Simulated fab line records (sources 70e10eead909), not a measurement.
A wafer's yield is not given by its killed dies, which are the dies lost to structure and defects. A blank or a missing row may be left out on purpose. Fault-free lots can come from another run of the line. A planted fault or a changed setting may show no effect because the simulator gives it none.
Which tool was responsible? | flow nand-harc | Sampling: 14 lots, 42 wafers, 5 of 1302 route steps

## WHAT THE GAUGES READ, wafer by wafer
NHARC_A_ONON_D1_THK_MEAS_05: measures by ellipsometry.
lot  | measured     | on            | thk-nm (nm)
L661 | day 7 14:58  | film-metro-02 | 999 997 998
L662 | day 8 08:19  | film-metro-02 | 1008 1006 1005
L663 | day 8 12:35  | film-metro-01 | 1006 1004 1002
L664 | day 9 04:59  | film-metro-02 | 989 990 991
L665 | day 9 13:27  | film-metro-01 | 1006 1006 1005
L667 | day 10 02:59 | film-metro-02 | 1007 1007 1005
L668 | day 10 18:12 | film-metro-02 | 1005 1005 1004
L669 | day 11 07:11 | film-metro-01 | 995 994 995
L670 | day 11 20:22 | film-metro-02 | 1009 1008 1009
L673 | day 12 13:16 | film-metro-02 | 986 986 985
L675 | day 13 21:02 | film-metro-02 | 979 979 981
L677 | day 14 10:45 | film-metro-02 | 1004 1003 1004
L678 | day 14 18:57 | film-metro-01 | 1006 1008 1008
L684 | day 17 07:34 | film-metro-02 | 991 991 991

NHARC_A_ONON_D1_THK_MEAS_08: measures by ellipsometry.
lot  | measured     | on            | thk-nm (nm)
L661 | day 7 15:32  | film-metro-01 | 997 995 996
L662 | day 8 08:53  | film-metro-02 | 998 998 998
L663 | day 8 13:09  | film-metro-01 | 994 993 995
L664 | day 9 05:33  | film-metro-01 | 992 991 990
L665 | day 9 14:01  | film-metro-02 | 1009 1007 1007
L667 | day 10 03:33 | film-metro-01 | 996 997 996
L668 | day 10 18:46 | film-metro-01 | 995 995 994
L669 | day 11 07:46 | film-metro-01 | 1008 1005 1008
L670 | day 11 20:55 | film-metro-01 | 997 998 998
L673 | day 12 13:50 | film-metro-01 | 1008 1009 1008
L675 | day 13 21:36 | film-metro-01 | 1657 1656 1656
L677 | day 14 11:19 | film-metro-02 | 1662 1662 1661
L678 | day 14 19:31 | film-metro-02 | 991 989 991
L684 | day 17 08:08 | film-metro-01 | 1017 1017 1017

NHARC_END_SORT_01.
lot  | measured     | on        | killed-at-array | killed-at-other | killed-at-periphery | killed-dies | killed-open | killed-short
L675 | day 29 22:14 | prober-02 | 670 669 670     | 1 1 0           | 6 7 7               | 677 677 677 | 4 5 3       | 2 4 3
L677 | day 31 15:32 | prober-02 | 669 673 671     | 0 0 0           | 8 4 6               | 677 677 677 | 4 2 3       | 2 4 4

## WHICH TOOL RAN EACH LOT (tool, then ch and the chambers of the sampled wafers, then the start)
lot  | NHARC_A_ZERO_WELL_RTA_16         | NHARC_A_ONON_D1_DEP_06
L661 | rtp-anneal-01 ch 0, day 6 17:14  | pecvd-onon-02 ch 0, day 7 15:08
L662 | rtp-anneal-02 ch 0, day 7 10:32  | pecvd-onon-03 ch 0, day 8 08:29
L663 | rtp-anneal-01 ch 0, day 7 14:43  | pecvd-onon-02 ch 0, day 8 12:49
L664 | rtp-anneal-02 ch 0, day 8 06:46  | pecvd-onon-01 ch 0, day 9 05:02
L665 | rtp-anneal-02 ch 0, day 8 14:32  | pecvd-onon-01 ch 0, day 9 13:34
L667 | rtp-anneal-02 ch 0, day 9 06:11  | pecvd-onon-01 ch 0, day 10 03:02
L668 | rtp-anneal-01 ch 0, day 9 16:31  | pecvd-onon-01 ch 0, day 10 18:15
L669 | rtp-anneal-02 ch 0, day 10 05:44 | pecvd-onon-02 ch 0, day 11 07:15
L670 | rtp-anneal-01 ch 0, day 10 18:53 | pecvd-onon-02 ch 0, day 11 20:25
L673 | rtp-anneal-01 ch 0, day 11 15:41 | pecvd-onon-02 ch 0, day 12 13:27
L675 | rtp-anneal-01 ch 0, day 12 23:04 | pecvd-onon-01 ch 0, day 13 21:09
L677 | rtp-anneal-02 ch 0, day 13 10:52 | pecvd-onon-01 ch 0, day 14 10:49
L678 | rtp-anneal-02 ch 0, day 13 22:14 | pecvd-onon-03 ch 0, day 14 19:04
L684 | rtp-anneal-02 ch 0, day 16 07:50 | pecvd-onon-03 ch 0, day 17 07:37
- NHARC_A_ZERO_WELL_RTA_16: time 10 s.
- NHARC_A_ONON_D1_DEP_06: target thk 1000 nm.

## WHAT THE TOOLS THEMSELVES READ (means of the sampled wafers that have a number; where no wafer has one, the mark that the record gives instead)
NHARC_A_ZERO_WELL_RTA_16.
lot  | tool          | lamp-power-pct (%) | lamp_zone_6_pct (%) | wafer_temp_C_max
L661 | rtp-anneal-01 | 26.7               | 26.6                | 1007.8
L662 | rtp-anneal-02 | 28.7               | 28.7                | 1007.5
L663 | rtp-anneal-01 | 26.7               | 26.6                | 1008.6
L664 | rtp-anneal-02 | 28.8               | 28.7                | 1008.3
L665 | rtp-anneal-02 | 28.8               | 28.7                | 1008.8
L667 | rtp-anneal-02 | 28.7               | 28.7                | 1007.7
L668 | rtp-anneal-01 | 26.7               | 26.6                | 1008.4
L669 | rtp-anneal-02 | 28.7               | 28.7                | 1009.0
L670 | rtp-anneal-01 | 26.7               | 26.6                | 1007.9
L673 | rtp-anneal-01 | 26.7               | 26.7                | 1007.6
L675 | rtp-anneal-01 | 26.7               | 26.6                | 1009.9
L677 | rtp-anneal-02 | 28.7               | 28.7                | 1007.7
L678 | rtp-anneal-02 | 28.7               | 28.6                | 1008.0
L684 | rtp-anneal-02 | 28.7               | 28.6                | 1007.5

## THE ANSWER, worked out from the rows above alone
Rule: usual is defined by the lots themselves. Put in order of their means at a reading, lots are off if they are a third of the lots or fewer, leave a main group of 4 or more, and stand apart from it by a gap of 3 or more times the standard deviation of the main group's means; of several such gaps the widest counts. The tables above print the reading to a certain number of digits; a main group whose means all agree to those digits is not used. Also off: a lot with no number at a reading for which 4 or more lots have one. All remaining lots with rows at the step are treated as sound. After the gauges, taken in route order, come the tools' own readings; for these a lot's mean is taken, as printed above. The first step at which some lot is off is used, and at that step the reading that is off furthest; a lot without a number counts as furthest.
Off: L675, L677 (NHARC_A_ONON_D1_THK_MEAS_08, thk-nm). Main group: mean 1000 nm, sd 7.9.
If a tool, at a process step before that reading, ran all the lots that are off and no sound lot after the first of them, it fits. Those tools and the gauges at NHARC_A_ONON_D1_THK_MEAS_08 are tried in the same way. One fits: pecvd-onon-01 at NHARC_A_ONON_D1_DEP_06. Its last sound lot is L668 (day 10 18:15), its first lot that is off L675 (day 13 21:09): a fault that began between those two fits.

## WHAT HAD BEEN PUT IN BY THE SIMULATOR
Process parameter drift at NHARC_A_ONON_D1_DEP_06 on pecvd-onon-01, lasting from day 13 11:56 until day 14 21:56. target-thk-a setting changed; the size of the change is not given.
Struck lots among those shown: L675, L677. The same result came from the rule above.
